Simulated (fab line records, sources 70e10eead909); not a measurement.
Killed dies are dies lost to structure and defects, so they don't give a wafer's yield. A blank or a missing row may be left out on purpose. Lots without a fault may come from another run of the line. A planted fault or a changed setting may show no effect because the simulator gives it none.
A struck lot beside a sound one | flow nand_harc | 39 steps out of a route of 1159
Sound: wafers L468.1, L468.4, L468.6. Struck: wafers L472.1, L472.3, L472.6. The cause comes at the end.
At each step with rows: each side's tool, then ch and its chambers, then its first start. Under that, the readings that differ: sound wafers | struck wafers | difference of the means | sigmas: that difference in standard deviations of wafers without a fault.
alike: readings whose means differ by less than 2 such deviations, and words and numbers that are the same on both sides. not compared: withheld readings, readings that some wafer has no value for, bounds like >300 that may hide the same value, and numbers for which the record gives no deviation and whose values overlap.
The two part at a step that has a row with sigmas, a row that says differs or no value, or rows on one side only. Numbers that don't overlap but have no deviation are shown without sigmas and don't part them. A reading that every wafer of one side lacks parts them only if that side has two wafers or more.

first, 12 steps without rows for these wafers: NHARC_A_STAIRCASE_STRIP_254 (strips in O2); NHARC_A_STAIRCASE_STRIP_255 (strips in SPM, time 900 s); NHARC_A_STAIRCASE_PRECLEAN_256 (cleans in SC1); NHARC_A_STAIRCASE_SRD_257; NHARC_A_STAIRCASE_HM_DEP_456 (deposits aC, target thk 1500 nm); NHARC_A_STAIRCASE_DEP_259 (deposits SiON, target thk 30 nm); NHARC_A_STAIRCASE_DEHYDRATE_281 (time 120 s); NHARC_A_STAIRCASE_HMDS_282 (time 30 s); NHARC_A_STAIRCASE_COAT_283; NHARC_A_STAIRCASE_SOFTBAKE_284 (time 170 s); NHARC_A_STAIRCASE_EBR_285; NHARC_A_STAIRCASE_EXPOSE_286 (exposes mask CHOP 100).
NHARC_A_STAIRCASE_PEB_287: peb time 130 s.
  sound on litho_track-07 ch 0, day 13 12:02; struck on litho_track-05, day 14 22:06
  no value came back on the struck wafers for chill_plate_temp_C (C), exhaust_pa (Pa), heater_power_total_W (W); on the sound wafers chill_plate_temp_C (C) reads 23.14 23.10 22.87
then, 3 steps without rows for these wafers: NHARC_A_STAIRCASE_DEVELOP_288 (time 140 s); NHARC_A_STAIRCASE_HARDBAKE_290 (time 140 s); NHARC_A_STAIRCASE_DESCUM_291 (chemistry O2, time 3 s).
NHARC_A_STAIRCASE_ETCH_292: etches the open film in CF4/CHF3.
  sound on rie_diel-04 ch 0,2, day 13 12:27; struck on rie_diel-04 ch 0,2,3, day 14 22:42
  alike: drypump_motor_current_A, oes_product_au, rf_fwd_power_W, rf_vpp_V, showerhead_plenum_p_Torr, throttle_valve_pct
  not compared: rf_hours_counter_h
NHARC_A_STAIRCASE_HM_OPEN_460: chemistry O2/COS.
  sound on rie_diel-04 ch 1,2,3; struck on rie_diel-04 ch 1,2,3
  alike: drypump_motor_current_A, oes_product_au, rf_fwd_power_W, rf_vpp_V, showerhead_plenum_p_Torr, throttle_valve_pct
  not compared: rf_hours_counter_h
then, 1 step without rows for these wafers: NHARC_A_STAIRCASE_STRIP_461 (strips in O2/COS).
NHARC_A_STAIRCASE_ETCH_452: etches the open film in CF4/O2, target depth 30 nm, overetch 3 nm, time 16.5 s.
  sound on rie_diel-04 ch 0,1,3; struck on rie_diel-04 ch 0,1
  alike: drypump_motor_current_A, oes_ar_750_au, oes_product_au, rf_fwd_power_W, rf_vpp_V, showerhead_plenum_p_Torr, throttle_valve_pct
  not compared: rf_hours_counter_h
then, 5 steps without rows for these wafers: NHARC_A_STAIRCASE_ETCH_294 (etches the open film in C4F8/O2/Ar, target depth 4992 nm, time 1212.4 s); NHARC_A_STAIRCASE_STRIP_295 (strips in O2); NHARC_A_STAIRCASE_STRIP_296 (strips in SPM, time 900 s); NHARC_A_STAIRCASE_PRECLEAN_297 (cleans in SC1); NHARC_A_STAIRCASE_SRD_298.
NHARC_A_STAIRCASE_HM_DEP_462: deposits aC, target thk 800 nm.
  sound on acl_dep-03 ch 0, day 13 16:55; struck on acl_dep-01 ch 0, day 15 02:40
  alike: throttle_valve_pct
NHARC_A_STAIRCASE_DEP_301: deposits SiON, target thk 30 nm.
  sound on pecvd-03 ch 0, day 13 18:48; struck on pecvd-01 ch 0,2, day 15 04:34
  alike: heater_power_w, rf_fwd_power_W, showerhead_vpp_V
then, 12 steps without rows for these wafers: NHARC_A_STAIRCASE_DEHYDRATE_302 (time 120 s); NHARC_A_STAIRCASE_HMDS_303 (time 30 s); NHARC_A_STAIRCASE_COAT_304; NHARC_A_STAIRCASE_SOFTBAKE_305 (time 170 s); NHARC_A_STAIRCASE_EBR_306; NHARC_A_STAIRCASE_EXPOSE_307 (exposes mask CHOP 50); NHARC_A_STAIRCASE_PEB_308 (peb time 130 s); NHARC_A_STAIRCASE_DEVELOP_309 (time 140 s); NHARC_A_STAIRCASE_HARDBAKE_311 (time 140 s); NHARC_A_STAIRCASE_DESCUM_312 (chemistry O2, time 3 s); NHARC_A_STAIRCASE_ETCH_313 (etches the open film in CF4/CHF3); NHARC_A_STAIRCASE_HM_OPEN_463 (chemistry O2/COS).

WHERE THEY PART
Only at NHARC_A_STAIRCASE_PEB_287, within this record. Later steps at which nothing parts them and some readings are alike: NHARC_A_STAIRCASE_ETCH_292, NHARC_A_STAIRCASE_HM_OPEN_460, NHARC_A_STAIRCASE_ETCH_452, NHARC_A_STAIRCASE_HM_DEP_462, NHARC_A_STAIRCASE_DEP_301.

WHY: what the simulator had put in
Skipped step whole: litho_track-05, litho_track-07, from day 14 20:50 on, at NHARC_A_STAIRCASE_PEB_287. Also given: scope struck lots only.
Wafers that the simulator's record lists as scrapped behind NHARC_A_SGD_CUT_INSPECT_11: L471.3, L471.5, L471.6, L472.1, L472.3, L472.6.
